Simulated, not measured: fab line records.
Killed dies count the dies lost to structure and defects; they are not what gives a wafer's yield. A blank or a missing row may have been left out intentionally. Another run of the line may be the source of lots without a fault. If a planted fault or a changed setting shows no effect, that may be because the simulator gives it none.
The same fault as seen by 3 desks | flow nand_harc | numbers are kept per desk, each desk with only its own; the story behind them comes last

== THE DEFECT DESK ==
For each lot, the counts of the inspections along the route, averaged over the sampled wafers that have a number. The brackets show how far a lot's mean lies from the usual mean; more than 4 standard deviations puts the lot out of limits, marked OUT.
Columns: A = raw_defect_count at NHARC_P_GATE_INSPECT_68, usual 206
lot  | first seen here | A
L430 | day 5 19:23     | 169
L432 | day 6 10:58     | 219
L433 | day 7 02:02     | 340
L434 | day 7 09:10     | 213
L436 | day 8 11:24     | 195
L437 | day 8 23:20     | 171
L439 | day 9 19:44     | 495 (+4.0) OUT
L441 | day 10 18:37    | 445
L448 | day 13 10:23    | 265
L449 | day 13 10:49    | 125
L451 | day 14 11:20    | 189
L452 | day 14 19:50    | 149
L453 | day 15 10:38    | 128
Finding of this desk: L439 out of limits; the first was L439 at day 9 19:44, on raw_defect_count at NHARC_P_GATE_INSPECT_68. L430, L432, L433, L434, L436, L437, L441, L448, L449, L451, L452, L453: within limits.

== FOR THE TOOL OWNER'S DESK: plasma_asher-02 ==
The tool's own readings at NHARC_P_GATE_STRIP_95 (strips in O2): means of the sampled wafers that have a number, for each lot that ran on this tool. The brackets show how far a lot's mean lies from the usual mean; more than 4 standard deviations puts the lot out of limits, marked OUT.
Columns: A = drypump_motor_current_A at NHARC_P_GATE_STRIP_95, usual 5.43 A; B = heater_power_w at NHARC_P_GATE_STRIP_95, usual 334 W
lot  | first seen here | A    | B
L430 | day 5 17:30     | 5.45 | 305
L432 | day 6 09:01     | 5.47 | 307
L433 | day 7 00:14     | 5.45 | 309
L434 | day 7 07:20     | 5.45 | 306
L436 | day 8 09:34     | 5.46 | 304
L437 | day 8 21:32     | 5.47 | 305
L439 | day 9 17:55     | 5.40 | 299
L441 | day 10 16:48    | 5.50 | 308
L448 | day 13 08:23    | 5.45 | 316
L452 | day 14 18:01    | 5.46 | 308
This desk's finding: nothing out of limits on any of the 10 lots.

== AT THE METROLOGY DESK ==
What the gauges read for every lot (on any tool): the sampled wafers with a number, averaged. The brackets show how far a lot's mean lies from the usual mean; more than 4 standard deviations puts the lot out of limits, marked OUT.
Columns: A = overlay_x_nm at NHARC_P_CONTACT_OVL_MEAS_13, usual 0.1 nm; B = overlay_y_nm at NHARC_P_CONTACT_OVL_MEAS_13, usual 0.1 nm
lot  | first seen here | A    | B
L430 | day 5 21:05     | -0.7 | 0.4
L432 | day 6 12:40     | -0.3 | 0.0
L433 | day 7 03:44     | 1.0  | -0.9
L434 | day 7 10:52     | 0.5  | 0.4
L436 | day 8 13:05     | -0.7 | -1.1
L437 | day 9 01:02     | 1.0  | 1.5
L439 | day 10 03:25    | 1.3  | 0.8
L441 | day 11 01:41    | 0.1  | -0.5
L448 | day 13 11:57    | 0.2  | 1.2
L449 | day 13 12:31    | -0.9 | 0.1
L451 | day 14 12:55    | 1.5  | -0.5
L452 | day 14 21:47    | 0.1  | 0.2
L453 | day 15 12:19    | -1.7 | 0.2
This desk's finding: nothing out of limits on any of the 13 lots.

== TAKEN TOGETHER ==
The defect desk could have raised an alarm at day 9 19:44, on L439.
The tool owner's desk saw nothing out of limits.
At the metrology desk, nothing out of limits was observed.
On record at the tool owner's desk: L439, within its limits.
The metrology desk has L439 on record, within its limits.
Every lot named ran NHARC_P_GATE_STRIP_95 on plasma_asher-02.

== WHAT WAS PUT IN BY THE SIMULATOR ==
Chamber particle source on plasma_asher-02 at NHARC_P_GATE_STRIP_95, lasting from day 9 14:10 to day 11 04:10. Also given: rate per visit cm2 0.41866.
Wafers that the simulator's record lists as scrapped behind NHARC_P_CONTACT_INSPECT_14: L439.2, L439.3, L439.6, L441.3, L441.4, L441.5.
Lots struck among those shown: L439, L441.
Hours from the fault's start to each desk's first reading out of limits: the defect desk, 6.
